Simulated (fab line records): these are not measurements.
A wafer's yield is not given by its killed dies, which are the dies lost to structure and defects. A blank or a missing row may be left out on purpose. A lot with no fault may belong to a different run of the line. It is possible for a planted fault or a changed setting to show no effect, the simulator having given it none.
fab line records ; flow n5_finfet
record: lots: 7; wafers: 21
route steps=1938 shown BEOL_M0_SAQP@641 BEOL_M0@720 BEOL_M1@794 BEOL_M2@851
start_h: start of the lot's first displayed wafer, in hours after the record's first day ; wait_h: hours since the lot's step before ; " as in the row above ; L1.1+2: a row that stands for several wafers ; - no value present, or no start provided ; * or withheld: withheld ; < > ~ a bound
route shown NAME@n: NAME is a module with steps in the file, n the number in the route of the first one ; usual: mean/standard deviation taken from wafers without a fault ; same: alike in all rows ; chamber/n: place in a boat ; sites: readings site by site ; _std_site: their standard deviation ; _edge_site: inner sites' mean taken away from outer sites' mean ; radius_mm: for every site, how far away it sits from the centre of the wafer ; mask NAME#n: copy n ; behind: the tool/chamber that last shaped the wafer ; hold: the reason the lot was held/the length of the hold in hours/how it ended ; device: which transistor (n, p or np) failed to switch ; end of line: tests of these same wafers at the route's end ; step lacking rows: just its recipe ; killed: dies that structure and defects cost at the first sort, which is not the same as the wafer's yield ; map: dies across one wafer; x = killed, . = not, _ = none there
set.NAME: the setting as run; set.NAME@STEP: as run at that earlier step ; model.NAME: the simulator's own value behind a step, which no gauge read
lots whose settings were changed on purpose; a table a step, a row a wafer
== steps ==
step: N5_BEOL_M0_SAQP_COAT_81
recipe: resist: SOC; temp_c: 250; time_s: 60; spin_rpm: 1500; resist_thk_nm: 100
lot.wafer;tool;chamber;start_h;wait_h;set.spin_rpm;model.SOC_of_BEOL_M0_SAQP_COAT_81.thk_nm
L074.1;litho_track-02;0;110.01;0.1;1644;95.2
L074.2;litho_track-02;0;110.01;0.1;1500;99.8
L074.5;litho_track-02;0;110.01;0.1;1644;95.8
L076.3;litho_track-03;0;119.22;0.1;1423;102.4
L076.4;litho_track-03;0;119.22;0.1;1423;102.8
L076.6;litho_track-03;0;119.22;0.1;1500;100.2
L077.4;litho_track-03;0;123.11;0.0;1351;105.2
L077.5;litho_track-03;0;123.11;0.0;1351;105.4
L077.6;litho_track-03;0;123.11;0.0;1500;99.8
L078.2+6;litho_track-03;0;132.85;0.1;1500;100
L078.3;litho_track-03;0;132.85;0.1;1500;99.8
L086.1;litho_track-02;0;181.59;0.1;1559;97.8
L086.2;litho_track-02;0;181.59;0.1;1500;100
L086.3;litho_track-02;0;181.59;0.1;1500;99.8
L087.2;litho_track-01;0;187.77;0.1;1500;99.6
L087.5;litho_track-01;0;187.77;0.1;1378;104.4
L087.6;litho_track-01;0;187.77;0.1;1500;100
L091.2;litho_track-02;0;224.91;0.1;1500;99.8
L091.3+4;litho_track-02;0;224.91;0.1;1500;99.6
step: N5_BEOL_M0_SAQP_COAT_82
recipe: resist: SiARC; temp_c: 220; time_s: 60; spin_rpm: 1500; resist_thk_nm: 30
step: N5_BEOL_M0_SAQP_COAT_08
recipe: resist: CAR-ArF; spin_rpm: 1500; resist_thk_nm: 90
step: N5_BEOL_M0_SAQP_DESCUM_19
recipe: chemistry: O2; time_s: 7.9; source_power_w: 50; bias_power_w: 20; pressure_mtorr: 20; rf_frequency_hz: 2.712e+07; temp_c: 40; resist: CAR-ArF; o2_flow_sccm: 225
step: N5_BEOL_M0_SAQP_ETCH_83
recipe: chemistry: CF4; target: SiARC; target_depth_a: 390; mask_material: CAR-ArF; time_s: 65; ion_energy_ev: 80; pressure_mtorr: 40; source_w: 545; bias_w: 36; Ar_flow_sccm: 100; cf4_flow_sccm: 100; ends: cleared
step: N5_BEOL_M0_SAQP_ETCH_84
recipe: chemistry: N2/H2; target: SOC; target_depth_a: 1000; overetch_a: 200; mask_material: SiARC; temp_c: 40; time_s: 150; ion_energy_ev: 200; pressure_mtorr: 30; source_w: 840; bias_w: 150; n2_flow_sccm: 200; h2_flow_sccm: 200
lot.wafer;tool;chamber;start_h;wait_h;set.spin_rpm@BEOL_M0_SAQP_COAT_81;model.etch.depth_nm
L074.1;rie_diel-06;1;110.55;0.0;1644;95.17
L074.2;rie_diel-06;3;110.55;0.0;1500;99.8
L074.5;rie_diel-06;0;110.55;0.0;1644;95.79
L076.3;rie_diel-02;2;119.94;0.0;1423;102.5
L076.4;rie_diel-02;0;119.94;0.0;1423;102.7
L076.6;rie_diel-02;2;119.94;0.0;1500;100.2
L077.4;rie_diel-06;3;123.70;0.0;1351;105.1
L077.5;rie_diel-06;2;123.70;0.0;1351;105.4
L077.6;rie_diel-06;1;123.70;0.0;1500;99.9
L078.2;rie_diel-02;3;133.39;0.0;1500;100
L078.3;rie_diel-02;0;133.39;0.0;1500;99.88
L078.6;rie_diel-02;1;133.39;0.0;1500;100.1
L086.1;rie_diel-03;3;182.14;0.0;1559;97.9
L086.2;rie_diel-03;0;182.14;0.0;1500;99.94
L086.3;rie_diel-03;2;182.14;0.0;1500;99.88
L087.2;rie_diel-03;3;188.19;0.0;1500;99.63
L087.5;rie_diel-03;0;188.19;0.0;1378;104.4
L087.6;rie_diel-03;1;188.19;0.0;1500;99.94
L091.2;rie_diel-02;2;225.56;0.0;1500;99.75
L091.3;rie_diel-02;3;225.56;0.0;1500;99.55
L091.4;rie_diel-02;3;225.56;0.0;1500;99.54
step: N5_BEOL_M0_SAQP_STRIP_80
recipe: chemistry: N2/H2; temp_c: 40; n2_flow_sccm: 200; h2_flow_sccm: 200; rf_frequency_hz: 6e+07
step: N5_BEOL_M0_SAQP_HM_OPEN_112
recipe: chemistry: CHF3/O2; target: SiO2; stop_on: a-Si; target_depth_a: 120; over_etch_frac: 1.25; mask_material: SOC; time_s: 13.5; pressure_mtorr: 30; source_w: 650; bias_w: 170; Ar_flow_sccm: 200; CHF3_flow_sccm: 50; O2_flow_sccm: 5; ion_energy_ev: 200; ends: end_point
step: N5_BEOL_M0_SAQP_STRIP_113
recipe: chemistry: CHF3/O2; resist: SiARC; rf_frequency_hz: 6e+07
step: N5_BEOL_M0_SAQP_MANDREL_ETCH_20
recipe: target_depth_a: 600; chemistry: HBr/Cl2; target: a-Si; stop_on: SiNx; bt_time_s: 10; mask_material: SOC; over_etch_frac: 0.5; time_s: 30; pressure_mtorr: 10; icp_w: 800; bias_w: 75; HBr_flow_sccm: 150; Cl2_flow_sccm: 80; ends: end_point
lot.wafer;tool;chamber;start_h;wait_h;set.spin_rpm@BEOL_M0_SAQP_COAT_81;model.SOC_of_BEOL_M0_SAQP_COAT_81.thk_nm
L074.1;rie_si-01;3;110.74;0.0;1644;71.4
L074.2;rie_si-01;2;110.74;0.0;1500;75.8
L074.5;rie_si-01;0;110.74;0.0;1644;71.6
L076.3;rie_si-03;3;120.13;0.0;1423;78.8
L076.4;rie_si-03;3;120.13;0.0;1423;79
L076.6;rie_si-03;1;120.13;0.0;1500;76
L077.4+5;rie_si-01;2,0;123.84;0.0;1351;81
L077.6;rie_si-01;3;123.84;0.0;1500;76.2
L078.2;rie_si-01;3;133.59;0.0;1500;76.8
L078.3;rie_si-01;1;133.59;0.0;1500;75.6
L078.6;rie_si-01;2;133.59;0.0;1500;76.2
L086.1;rie_si-06;3;182.33;0.0;1559;74
L086.2;rie_si-06;0;182.33;0.0;1500;76.4
L086.3;rie_si-06;2;182.33;0.0;1500;75.6
L087.2+6;rie_si-03;0;188.38;0.0;1500;76.2
L087.5;rie_si-03;2;188.38;0.0;1378;80.2
L091.2;rie_si-01;1;225.76;0.0;1500;75.4
L091.3;rie_si-01;3;225.76;0.0;1500;75.8
L091.4;rie_si-01;2;225.76;0.0;1500;75.6
step: N5_BEOL_M0_ETCH_128
recipe: chemistry: CF4/N2; target_depth_a: 120; overetch_a: 51; target: SiCN; time_s: 21.4; ion_energy_ev: 150; pressure_mtorr: 40; source_w: 430; bias_w: 70; Ar_flow_sccm: 100; cf4_flow_sccm: 60; n2_flow_sccm: 60
usual: rf_vpp_V: 382.5/1.5
lot.wafer;tool;chamber;start_h;wait_h;set.source_w;rf_vpp_V
L074.1;rie_diel-05;3;119.15;0.6;477.2;367.4
L074.2;rie_diel-05;1;119.15;0.6;430;383.3
L074.5;rie_diel-05;3;119.15;0.6;477.2;368.3
L077.4;rie_diel-04;0;131.55;0.0;353.5;411.3
L077.5;rie_diel-04;0;131.55;0.0;353.5;409.6
L077.6;rie_diel-04;1;131.55;0.0;430;381.0
L076.3;rie_diel-01;1;133.23;0.7;467.6;372.7
L076.4;rie_diel-01;0;133.23;0.7;430;381.3
L076.6;rie_diel-01;2;133.23;0.7;467.6;373.6
L078.2;rie_diel-04;3;141.52;0.7;430;383.5
L078.3;rie_diel-04;1;141.52;0.7;430;381.6
L078.6;rie_diel-04;2;141.52;0.7;430;381.6
L086.1;rie_diel-05;2;192.08;0.0;505.9;363.6
L086.2;rie_diel-05;0;192.08;0.0;505.9;364.6
L086.3;rie_diel-05;3;192.08;0.0;430;381.5
L087.2;rie_diel-01;0;195.55;0.0;430;380.7
L087.5;rie_diel-01;3;195.55;0.0;430;383.7
L087.6;rie_diel-01;0;195.55;0.0;430;380.2
L091.2;rie_diel-01;2;232.10;0.0;430;383.6
L091.3;rie_diel-01;1;232.10;0.0;430;382.3
L091.4;rie_diel-01;3;232.10;0.0;430;381.3
step: N5_BEOL_M0_TRENCH_ETCH_107
recipe: chemistry: C4F6/O2; target_depth_a: 328; target: SiOC; time_s: 16.4; ion_energy_ev: 250; pressure_mtorr: 30; source_w: 355; bias_w: 185; Ar_flow_sccm: 300; C4F6_flow_sccm: 10; O2_flow_sccm: 10
lot.wafer;tool;chamber;start_h;wait_h;set.target_depth_a;model.BEOL_M0.feature_depth_nm
L074.1;rie_diel-05;3;119.19;0.0;338.8;33.8
L074.2;rie_diel-05;1;119.19;0.0;338.8;34
L074.5;rie_diel-05;3;119.19;0.0;328;32.8
L077.4;rie_diel-04;0;131.60;0.0;309.7;30.2
L077.5+6;rie_diel-04;0,1;131.60;0.0;328;32.4
L076.3;rie_diel-01;1;133.27;0.0;328;33.4
L076.4;rie_diel-01;0;133.27;0.0;339.3;34.4
L076.6;rie_diel-01;2;133.27;0.0;328;32.8
L078.2;rie_diel-04;3;141.56;0.0;328;33.4
L078.3+6;rie_diel-04;1,2;141.56;0.0;328;32.2
L086.1;rie_diel-05;2;192.12;0.0;297;29.4
L086.2;rie_diel-05;0;192.12;0.0;328;32.4
L086.3;rie_diel-05;3;192.12;0.0;297;29.8
L087.2+5;rie_diel-01;0,3;195.59;0.0;328;32.8
L087.6;rie_diel-01;0;195.59;0.0;366.6;36.6
L091.2;rie_diel-01;2;232.15;0.0;328;33.6
L091.3;rie_diel-01;1;232.15;0.0;328;33
L091.4;rie_diel-01;3;232.15;0.0;328;32.4
step: N5_BEOL_M0_STRIP_142
recipe: chemistry: N2/H2; time_s: 10; power_w: 450; temp_c: 40; pressure_mtorr: 20; rf_frequency_hz: 6e+07; bias_power_w: 7; n2_flow_sccm: 200; h2_flow_sccm: 200
step: N5_BEOL_M0_OCD_MEAS_108
usual: trench_depth_nm: 32.7/0.54
lot.wafer;tool;chamber;start_h;wait_h;set.target_depth_a@BEOL_M0_TRENCH_ETCH_107;trench_depth_nm
L074.1;ocd-01;-;119.30;0.1;338.8;33.8
L074.2;ocd-01;-;119.30;0.1;338.8;33.9
L074.5;ocd-01;-;119.30;0.1;328;32.9
L077.4;ocd-02;-;131.70;0.1;309.7;30.4
L077.5;ocd-02;-;131.70;0.1;328;32.8
L077.6;ocd-02;-;131.70;0.1;328;32.6
L076.3;ocd-02;-;133.38;0.1;328;33.5
L076.4;ocd-02;-;133.38;0.1;339.3;34.3
L076.6;ocd-02;-;133.38;0.1;328;33.1
L078.2;ocd-01;-;141.67;0.1;328;33.4
L078.3;ocd-01;-;141.67;0.1;328;32.4
L078.6;ocd-01;-;141.67;0.1;328;32.3
L086.1;ocd-02;-;192.23;0.1;297;29.2
L086.2;ocd-02;-;192.23;0.1;328;32.9
L086.3;ocd-02;-;192.23;0.1;297;29.6
L087.2;ocd-02;-;195.69;0.1;328;33.4
L087.5;ocd-02;-;195.69;0.1;328;33.3
L087.6;ocd-02;-;195.69;0.1;366.6;36.9
L091.2;ocd-01;-;232.25;0.1;328;33.3
L091.3;ocd-01;-;232.25;0.1;328;32.5
L091.4;ocd-01;-;232.25;0.1;328;31.8
step: N5_BEOL_M1_ETCH_70
recipe: chemistry: N2/H2; target: SOC; target_depth_a: 800; overetch_a: 160; mask_material: SiARC; temp_c: 40; time_s: 120; ion_energy_ev: 200; pressure_mtorr: 30; source_w: 840; bias_w: 150; n2_flow_sccm: 200; h2_flow_sccm: 200
lot.wafer;tool;chamber;start_h;wait_h;set.time_s;model.SiARC_of_BEOL_M1_COAT_68.thk_nm
L074.1+2+5;rie_diel-02;1,0,3;132.39;0.0;106.9;7
L077.4+5;rie_diel-03;2;140.93;0.0;131.3;6
L077.6;rie_diel-03;1;140.93;0.0;131.3;5.8
L076.3;rie_diel-02;0;144.67;0.0;120;6.2
L076.4+6;rie_diel-02;3,1;144.67;0.0;130.6;5.8
L078.2;rie_diel-03;1;152.58;0.0;120;6.2
L078.3+6;rie_diel-03;3,2;152.58;0.0;120;6.4
L086.1;rie_diel-03;3;199.94;0.0;98.63;7.4
L086.2;rie_diel-03;2;199.94;0.0;120;6.6
L086.3;rie_diel-03;0;199.94;0.0;120;6.4
L087.2+6;rie_diel-03;1;214.17;0.0;120;6.2
L087.5;rie_diel-03;0;214.17;0.0;120;6.4
L091.2+3+4;rie_diel-06;0,2,1;274.87;0.0;120;6.4
step: N5_BEOL_M1_TRENCH_ETCH_37
recipe: chemistry: C4F6/O2; target_depth_a: 552.07; target: SiOC; time_s: 29; ion_energy_ev: 250; pressure_mtorr: 30; source_w: 355; bias_w: 185; Ar_flow_sccm: 300; C4F6_flow_sccm: 10; O2_flow_sccm: 10
usual: rf_vpp_V: 664/6.2
lot.wafer;tool;chamber;start_h;wait_h;set.source_w;rf_vpp_V;model.etch.depth_nm;model.BEOL_M1.feature_depth_nm
L074.1;rie_diel-02;1;-;-;355;662;55.13;55.2
L074.2;rie_diel-02;0;-;-;355;658;55.93;56
L074.5;rie_diel-02;3;-;-;355;656;55.58;55.6
L077.4;rie_diel-03;2;-;-;355;661;53.73;53.8
L077.5;rie_diel-03;2;-;-;355;663;54.2;54.2
L077.6;rie_diel-03;1;-;-;396.4;637;58.11;58.2
L076.3;rie_diel-02;0;-;-;296.3;720;51.49;51.4
L076.4;rie_diel-02;3;-;-;355;657;55.56;55.6
L076.6;rie_diel-02;1;-;-;355;662;55.3;55.4
L078.2;rie_diel-03;1;-;-;355;672;55.21;55.2
L078.3;rie_diel-03;3;-;-;355;674;54.8;54.8
L078.6;rie_diel-03;2;-;-;403.7;622;56.53;56.6
L086.1;rie_diel-03;3;-;-;355;673;55.25;55.2
L086.2;rie_diel-03;2;-;-;355;663;53.68;53.6
L086.3;rie_diel-03;0;-;-;355;663;54.19;54.2
L087.2;rie_diel-03;1;-;-;302.2;730;51.97;52
L087.5;rie_diel-03;0;-;-;302.2;720;51.77;51.8
L087.6;rie_diel-03;1;-;-;302.2;732;52.49;52.4
L091.2;rie_diel-06;0;-;-;355;659;55.6;55.6
L091.3;rie_diel-06;2;-;-;355;657;55.56;55.6
L091.4;rie_diel-06;1;-;-;355;672;54.82;54.8
step: N5_BEOL_M2_EXPOSE_08
recipe: mask_id: M2; na: 0.33; source_shape: dipole; sigma_inner: 0.369; sigma_outer: 0.767; polarization: unpolarized; dose_mj: 41.25
lot.wafer;tool;chamber;start_h;wait_h;mask;set.dose_mj
L074.1;euv_scanner-02;0;138.43;-;M2#0;41.25
L074.2+5;euv_scanner-02;0;138.43;-;M2#0;40.47
L077.4+5;euv_scanner-02;0;146.43;-;M2#0;41.25
L077.6;euv_scanner-02;0;146.43;-;M2#0;39.92
L076.3+4+6;euv_scanner-01;0;150.50;-;M2#0;41.25
L078.2;euv_scanner-01;0;159.33;-;M2#0;41.25
L078.3+6;euv_scanner-01;0;159.33;-;M2#0;42.93
L086.1+3;euv_scanner-02;0;207.31;-;M2#0;42.87
L086.2;euv_scanner-02;0;207.31;-;M2#0;41.25
L087.2;euv_scanner-01;0;219.33;-;M2#0;40.41
L087.5+6;euv_scanner-01;0;219.33;-;M2#0;41.25
L091.2+3+4;euv_scanner-01;0;282.73;-;M2#0;41.25
step: N5_BEOL_M2_PEB_09
recipe: peb_temp_c: 100; peb_time_s: 60; resist: CAR-EUV
step: N5_BEOL_M2_DEVELOP_10
recipe: develop_time_s: 30; developer: TMAH; resist: CAR-EUV; rinse_liquid: surfactant_rinse; dry: air_spin; dev_temp_c: 23
step: N5_BEOL_M2_DESCUM_16
recipe: chemistry: O2; time_s: 7; source_power_w: 50; bias_power_w: 20; pressure_mtorr: 20; rf_frequency_hz: 2.712e+07; temp_c: 40; resist: CAR-EUV; o2_flow_sccm: 225
step: N5_BEOL_M2_ETCH_74
recipe: chemistry: N2/H2; target: underlayer; target_depth_a: 65; mask_material: CAR-EUV; time_s: 5.2; ion_energy_ev: 200; pressure_mtorr: 30; source_w: 840; bias_w: 150; n2_flow_sccm: 200; h2_flow_sccm: 200; ends: cleared
lot.wafer;tool;chamber;start_h;wait_h;set.dose_mj@BEOL_M2_EXPOSE_08;model.BEOL_M2.cd_offset_nm
L074.1;rie_diel-04;2;139.37;0.0;41.25;0.2
L074.2+5;rie_diel-04;1,3;139.37;0.0;40.47;-0.4
L077.4;rie_diel-01;1;147.02;0.0;41.25;0
L077.5;rie_diel-01;1;147.02;0.0;41.25;0.2
L077.6;rie_diel-01;2;147.02;0.0;39.92;-0.8
L076.3+6;rie_diel-01;2;151.20;0.0;41.25;0
L076.4;rie_diel-01;3;151.20;0.0;41.25;0.2
L078.2;rie_diel-04;1;159.61;0.0;41.25;-0.2
L078.3;rie_diel-04;0;159.61;0.0;42.93;0.4
L078.6;rie_diel-04;1;159.61;0.0;42.93;0.6
L086.1;rie_diel-01;1;207.60;0.0;42.87;1
L086.2;rie_diel-01;3;207.60;0.0;41.25;0.2
L086.3;rie_diel-01;0;207.60;0.0;42.87;0.8
L087.2;rie_diel-04;3;219.79;0.0;40.41;-0.4
L087.5+6;rie_diel-04;1,3;219.79;0.0;41.25;0
L091.2+4;rie_diel-05;1,0;283.21;0.0;41.25;-0.2
L091.3;rie_diel-05;2;283.21;0.0;41.25;0
step: N5_BEOL_M2_ETCH_63
recipe: chemistry: CF4; target: SiARC; target_depth_a: 156; mask_material: CAR-EUV; time_s: 26; ion_energy_ev: 80; pressure_mtorr: 40; source_w: 545; bias_w: 36; Ar_flow_sccm: 100; cf4_flow_sccm: 100; ends: cleared
step: N5_BEOL_M2_ETCH_64
recipe: chemistry: N2/H2; target: SOC; target_depth_a: 750; overetch_a: 225; mask_material: SiARC; temp_c: 40; time_s: 121.9; ion_energy_ev: 200; pressure_mtorr: 30; source_w: 840; bias_w: 150; n2_flow_sccm: 200; h2_flow_sccm: 200
lot.wafer;tool;chamber;start_h;wait_h;set.dose_mj@BEOL_M2_EXPOSE_08;model.BEOL_M2.cd_offset_nm
L074.1;rie_diel-04;2;139.42;0.0;41.25;0.4
L074.2+5;rie_diel-04;1,3;139.42;0.0;40.47;-0.2
L077.4;rie_diel-01;1;147.06;0.0;41.25;-0.2
L077.5;rie_diel-01;1;147.06;0.0;41.25;0
L077.6;rie_diel-01;2;147.06;0.0;39.92;-1
L076.3+6;rie_diel-01;2;151.25;0.0;41.25;0
L076.4;rie_diel-01;3;151.25;0.0;41.25;0.2
L078.2;rie_diel-04;1;159.66;0.0;41.25;-0.6
L078.3;rie_diel-04;0;159.66;0.0;42.93;0.4
L078.6;rie_diel-04;1;159.66;0.0;42.93;0.6
L086.1+3;rie_diel-01;1,0;207.65;0.0;42.87;0.8
L086.2;rie_diel-01;3;207.65;0.0;41.25;0.2
L087.2;rie_diel-04;3;219.84;0.0;40.41;-0.4
L087.5;rie_diel-04;1;219.84;0.0;41.25;0
L087.6;rie_diel-04;3;219.84;0.0;41.25;0.2
L091.2+4;rie_diel-05;1,0;283.26;0.0;41.25;-0.4
L091.3;rie_diel-05;2;283.26;0.0;41.25;-0.2
step: N5_BEOL_M2_STRIP_65
recipe: chemistry: N2/H2; temp_c: 40; n2_flow_sccm: 200; h2_flow_sccm: 200; rf_frequency_hz: 6e+07
step: N5_BEOL_M2_STRIP_75
recipe: chemistry: N2/H2; temp_c: 40; n2_flow_sccm: 200; h2_flow_sccm: 200; rf_frequency_hz: 6e+07
step: N5_BEOL_M2_STRIP_66
recipe: chemistry: CF4; resist: SiARC; power_w: 300; bias_power_w: 75; pressure_mtorr: 50; cf4_flow_sccm: 150; rf_frequency_hz: 6e+07
step: N5_BEOL_M2_HM_OPEN_17
recipe: chemistry: Cl2/BCl3; target_depth_a: 200; overetch_a: 60; target: TiN; mask_material: SOC; ion_energy_ev: 150; pressure_mtorr: 10; icp_w: 1000; bias_w: 126; Cl2_flow_sccm: 53.25; bcl3_flow_sccm: 21.75; Ar_flow_sccm: 25
lot.wafer;tool;chamber;start_h;wait_h;set.dose_mj@BEOL_M2_EXPOSE_08;model.BEOL_M2.cd_offset_nm
L074.1;rie_metal-02;0;139.73;0.2;41.25;0.4
L074.2+5;rie_metal-02;1,0;139.73;0.2;40.47;-0.2
L077.4+5;rie_metal-01;1;147.32;0.1;41.25;0
L077.6;rie_metal-01;0;147.32;0.1;39.92;-1
L076.3+6;rie_metal-02;1,0;151.45;0.1;41.25;-0.2
L076.4;rie_metal-02;0;151.45;0.1;41.25;0.2
L078.2;rie_metal-02;1;159.83;0.0;41.25;-0.6
L078.3;rie_metal-02;0;159.83;0.0;42.93;0.4
L078.6;rie_metal-02;0;159.83;0.0;42.93;0.6
L086.1+3;rie_metal-01;1;207.82;0.0;42.87;0.8
L086.2;rie_metal-01;0;207.82;0.0;41.25;0.2
L087.2;rie_metal-01;1;220.01;0.0;40.41;-0.6
L087.5+6;rie_metal-01;0,1;220.01;0.0;41.25;0
L091.2+3;rie_metal-02;0,1;283.43;0.0;41.25;-0.2
L091.4;rie_metal-02;0;283.43;0.0;41.25;-0.4
step: N5_BEOL_M2_ETCH_70
recipe: chemistry: N2/H2; target: SOC; target_depth_a: 800; overetch_a: 240; mask_material: SiARC; temp_c: 40; time_s: 130; ion_energy_ev: 200; pressure_mtorr: 30; source_w: 840; bias_w: 150; n2_flow_sccm: 200; h2_flow_sccm: 200
lot.wafer;tool;chamber;start_h;wait_h;set.time_s;model.SiARC_of_BEOL_M2_COAT_68.thk_nm
L074.1+5;rie_diel-01;3;148.79;0.0;130;5.8
L074.2;rie_diel-01;1;148.79;0.0;130;6
L077.4+6;rie_diel-04;0,2;155.41;0.0;130;6
L077.5;rie_diel-04;3;155.41;0.0;130;5.8
L076.3;rie_diel-05;1;159.37;0.0;130;6
L076.4;rie_diel-05;0;159.37;0.0;121.7;6.4
L076.6;rie_diel-05;3;159.37;0.0;130;5.8
L078.2+6;rie_diel-01;3,0;164.75;0.0;130;5.8
L078.3;rie_diel-01;0;164.75;0.0;118.3;6.2
L086.1;rie_diel-01;1;218.42;0.0;154.2;4.8
L086.2;rie_diel-01;0;218.42;0.0;154.2;4.6
L086.3;rie_diel-01;3;218.42;0.0;130;5.8
L087.2;rie_diel-04;3;224.73;0.0;130;5.8
L087.5;rie_diel-04;2;224.73;0.0;147.3;5.2
L087.6;rie_diel-04;1;224.73;0.0;130;5.6
L091.2;rie_diel-04;0;292.41;0.0;130;6
L091.3+4;rie_diel-04;1,3;292.41;0.0;130;5.8
step: N5_BEOL_M2_VIA_ETCH_34
recipe: chemistry: C4F6/O2; target_depth_a: 694; mask_material: SOC; pressure_mtorr: 15; ion_energy_ev: 250; taper_deg: 4; time_s: 65.9; source_w: 350; bias_w: 170; Ar_flow_sccm: 300; C4F6_flow_sccm: 10; O2_flow_sccm: 10
lot.wafer;tool;chamber;start_h;wait_h;set.time_s;model.etch.depth_nm;model.SOC_of_BEOL_M2_COAT_67.thk_nm
L074.1;rie_diel-01;3;148.90;0.0;65.9;69.12;51.8
L074.2;rie_diel-01;1;148.90;0.0;79.27;83.56;50
L074.5;rie_diel-01;3;148.90;0.0;65.9;69.12;52
L077.4;rie_diel-04;0;155.52;0.0;65.9;68.18;52.2
L077.5;rie_diel-04;3;155.52;0.0;65.9;70.63;51.8
L077.6;rie_diel-04;2;155.52;0.0;65.9;69.14;52
L076.3;rie_diel-05;1;159.48;0.0;77.09;80.72;50
L076.4;rie_diel-05;0;159.48;0.0;65.9;68.78;51.6
L076.6;rie_diel-05;3;159.48;0.0;65.9;69.07;51.6
L078.2;rie_diel-01;3;164.86;0.0;65.9;69.58;52
L078.3;rie_diel-01;0;164.86;0.0;59.14;62.56;52.6
L078.6;rie_diel-01;0;164.86;0.0;65.9;69.59;51.8
L086.1;rie_diel-01;1;218.53;0.0;65.9;68.95;52
L086.2;rie_diel-01;0;218.53;0.0;57.4;60.28;53
L086.3;rie_diel-01;3;218.53;0.0;65.9;68.46;52
L087.2;rie_diel-04;3;224.84;0.0;65.9;70.25;51.8
L087.5;rie_diel-04;2;224.84;0.0;52.56;54.04;53.8
L087.6;rie_diel-04;1;224.84;0.0;52.56;56.26;53.4
L091.2;rie_diel-04;0;292.51;0.0;65.9;70.04;51.8
L091.3;rie_diel-04;1;292.51;0.0;65.9;70.19;51.8
L091.4;rie_diel-04;3;292.51;0.0;65.9;69.9;51.6
== key ==
split: step: N5_BEOL_M0_SAQP_COAT_81; setting: spin_rpm; stated: 1500; by: wafer
response: step: N5_BEOL_M0_SAQP_COAT_81; reading: model.SOC_of_BEOL_M0_SAQP_COAT_81.thk_nm; change: -0.515; per: 1%; r: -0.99
response: step: N5_BEOL_M0_SAQP_ETCH_84; reading: model.etch.depth_nm; change: -0.511; per: 1%; r: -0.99
response: step: N5_BEOL_M0_SAQP_MANDREL_ETCH_20; reading: model.SOC_of_BEOL_M0_SAQP_COAT_81.thk_nm; change: -0.483; per: 1%; r: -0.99
split: step: N5_BEOL_M0_ETCH_128; setting: source_w; stated: 430; by: wafer
response: step: N5_BEOL_M0_ETCH_128; reading: rf_vpp_V; change: -1.3; per: 1%; r: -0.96
split: step: N5_BEOL_M0_TRENCH_ETCH_107; setting: target_depth_a; stated: 328; by: wafer
response: step: N5_BEOL_M0_TRENCH_ETCH_107; reading: model.BEOL_M0.feature_depth_nm; change: +0.325; per: 1%; r: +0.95
response: step: N5_BEOL_M0_OCD_MEAS_108; reading: trench_depth_nm; change: +0.335; per: 1%; r: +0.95
split: step: N5_BEOL_M1_ETCH_70; setting: time_s; stated: 120; by: wafer
response: step: N5_BEOL_M1_ETCH_70; reading: model.SiARC_of_BEOL_M1_COAT_68.thk_nm; change: -0.0495; per: 1%; r: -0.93
split: step: N5_BEOL_M1_TRENCH_ETCH_37; setting: source_w; stated: 355; by: wafer
response: step: N5_BEOL_M1_TRENCH_ETCH_37; reading: rf_vpp_V; change: -3.35; per: 1%; r: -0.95
response: step: N5_BEOL_M1_TRENCH_ETCH_37; reading: model.etch.depth_nm; change: +0.225; per: 1%; r: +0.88
response: step: N5_BEOL_M1_TRENCH_ETCH_37; reading: model.BEOL_M1.feature_depth_nm; change: +0.232; per: 1%; r: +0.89
split: step: N5_BEOL_M2_EXPOSE_08; setting: dose_mj; stated: 41.25; by: wafer
response: step: N5_BEOL_M2_ETCH_74; reading: model.BEOL_M2.cd_offset_nm; change: +0.208; per: 1%; r: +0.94
response: step: N5_BEOL_M2_ETCH_64; reading: model.BEOL_M2.cd_offset_nm; change: +0.237; per: 1%; r: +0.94
response: step: N5_BEOL_M2_HM_OPEN_17; reading: model.BEOL_M2.cd_offset_nm; change: +0.248; per: 1%; r: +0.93
split: step: N5_BEOL_M2_ETCH_70; setting: time_s; stated: 130; by: wafer
response: step: N5_BEOL_M2_ETCH_70; reading: model.SiARC_of_BEOL_M2_COAT_68.thk_nm; change: -0.0526; per: 1%; r: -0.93
split: step: N5_BEOL_M2_VIA_ETCH_34; setting: time_s; stated: 65.9; by: wafer
response: step: N5_BEOL_M2_VIA_ETCH_34; reading: model.etch.depth_nm; change: +0.709; per: 1%; r: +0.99
response: step: N5_BEOL_M2_VIA_ETCH_34; reading: model.SOC_of_BEOL_M2_COAT_67.thk_nm; change: -0.0885; per: 1%; r: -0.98
